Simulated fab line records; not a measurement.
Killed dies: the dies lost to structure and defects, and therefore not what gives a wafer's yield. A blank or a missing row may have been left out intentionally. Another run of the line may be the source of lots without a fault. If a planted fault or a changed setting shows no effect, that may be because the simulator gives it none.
Chamber matching :: flow nand_harc :: rie_diel-12 running NHARC_A_BLC_STRIP_29: 4 sister chambers
The step strips in CF4. 18 wafers are shown with their chamber, then 9 later ones without.

WAFERS WITH THEIR CHAMBER
wafer: L901.1
chamber: 2
drypump_motor_current_A (A): 6.2
oes_product_au (a.u.): 0.979
rf_vpp_V (V): 58.1

wafer: L901.2
chamber: 0
drypump_motor_current_A (A): 5.1
oes_product_au (a.u.): 1.005
rf_vpp_V (V): 59.4

wafer: L901.4
chamber: 3
drypump_motor_current_A (A): 6.5
oes_product_au (a.u.): 0.988
rf_vpp_V (V): 57.6

wafer: L902.3
chamber: 1
drypump_motor_current_A (A): 6.1
oes_product_au (a.u.): 1.011
rf_vpp_V (V): 59.1

wafer: L902.5
chamber: 2
drypump_motor_current_A (A): 6.2
oes_product_au (a.u.): 0.980
rf_vpp_V (V): 60.0

wafer: L902.6
chamber: 3
drypump_motor_current_A (A): 6.5
oes_product_au (a.u.): 0.990
rf_vpp_V (V): 59.4

wafer: L904.1
chamber: 0
drypump_motor_current_A (A): 5.1
oes_product_au (a.u.): 0.999
rf_vpp_V (V): 60.0

wafer: L904.2
chamber: 1
drypump_motor_current_A (A): 6.1
oes_product_au (a.u.): 1.009
rf_vpp_V (V): 60.4

wafer: L904.3
chamber: 3
drypump_motor_current_A (A): 6.5
oes_product_au (a.u.): 0.995
rf_vpp_V (V): 58.7

wafer: L905.1
chamber: 2
drypump_motor_current_A (A): 6.2
oes_product_au (a.u.): 0.984
rf_vpp_V (V): 58.6

wafer: L905.2
chamber: 1
drypump_motor_current_A (A): 6.1
oes_product_au (a.u.): 1.015
rf_vpp_V (V): 61.1

wafer: L905.4
chamber: 0
drypump_motor_current_A (A): 5.1
oes_product_au (a.u.): 1.009
rf_vpp_V (V): 58.8

wafer: L908.1
chamber: 1
drypump_motor_current_A (A): 6.2
oes_product_au (a.u.): 1.008
rf_vpp_V (V): 58.1

wafer: L908.3
chamber: 3
drypump_motor_current_A (A): 6.5
oes_product_au (a.u.): 0.991
rf_vpp_V (V): 58.4

wafer: L908.5
chamber: 0
drypump_motor_current_A (A): 5.1
oes_product_au (a.u.): 1.011
rf_vpp_V (V): 60.7

wafer: L909.1
chamber: 1
drypump_motor_current_A (A): 6.2
oes_product_au (a.u.): 1.000
rf_vpp_V (V): 58.9

wafer: L909.4
chamber: 0
drypump_motor_current_A (A): 5.1
oes_product_au (a.u.): 1.009
rf_vpp_V (V): 60.4

wafer: L909.5
chamber: 0
drypump_motor_current_A (A): 5.1
oes_product_au (a.u.): 1.007
rf_vpp_V (V): 61.5

SIGNATURES (averages over the wafers above)
reading: drypump_motor_current_A
chamber 0: 5.100
chamber 1: 6.140
chamber 2: 6.200
chamber 3: 6.500
scatter within a chamber: 0.0293

reading: oes_product_au
chamber 0: 1.00667
chamber 1: 1.00860
chamber 2: 0.98100
chamber 3: 0.99100
scatter within a chamber: 0.00425

reading: rf_vpp_V
chamber 0: 60.133
chamber 1: 59.520
chamber 2: 58.900
chamber 3: 58.525
scatter within a chamber: 1
Rule: for a wafer and a chamber, the distance is found by dividing, reading by reading, the gap between the wafer's reading and the chamber's mean by the reading's scatter, squaring, summing and taking the root. The wafer belongs to the nearest chamber; if the next one is less than 2 further off, it can't be placed. How the scatter is found: for the shown wafers, subtract from each reading the mean of its chamber, square and add these, divide the total by (wafers less chambers), then take the root.

WAFERS WHOSE CHAMBER IS MISSING
wafer: L912.1
drypump_motor_current_A (A): 6.2
oes_product_au (a.u.): 1.006
rf_vpp_V (V): 58.0

wafer: L912.2
drypump_motor_current_A (A): 6.1
oes_product_au (a.u.): 1.018
rf_vpp_V (V): 57.9

wafer: L912.4
drypump_motor_current_A (A): 6.1
oes_product_au (a.u.): 1.016
rf_vpp_V (V): 57.3

wafer: L917.1
drypump_motor_current_A (A): 6.2
oes_product_au (a.u.): 1.014
rf_vpp_V (V): 59.7

wafer: L917.2
drypump_motor_current_A (A): 5.1
oes_product_au (a.u.): 1.004
rf_vpp_V (V): 59.2

wafer: L917.6
drypump_motor_current_A (A): 6.2
oes_product_au (a.u.): 0.999
rf_vpp_V (V): 58.5

wafer: L921.2
drypump_motor_current_A (A): 6.2
oes_product_au (a.u.): 1.002
rf_vpp_V (V): 60.0

wafer: L921.3
drypump_motor_current_A (A): 5.1
oes_product_au (a.u.): 1.013
rf_vpp_V (V): 59.3

wafer: L921.5
drypump_motor_current_A (A): 5.1
oes_product_au (a.u.): 1.008
rf_vpp_V (V): 59.7

WHICH CHAMBER EACH ONE RAN IN
wafer: L912.1
from the rows above: 1
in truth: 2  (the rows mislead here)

wafer: L912.2
from the rows above: 1
in truth: 1

wafer: L912.4
from the rows above: 1
in truth: 1

wafer: L917.1
from the rows above: 1
in truth: 1

wafer: L917.2
from the rows above: 0
in truth: 0

wafer: L917.6
from the rows above: can't be placed: 1 or 2
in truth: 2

wafer: L921.2
from the rows above: 1
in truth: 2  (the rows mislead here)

wafer: L921.3
from the rows above: 0
in truth: 0

wafer: L921.5
from the rows above: 0
in truth: 0
6 of 9 placed correctly. Cannot be placed on the basis of these rows: 1; the candidates contain the true chamber in 1. 2 placed wrongly.
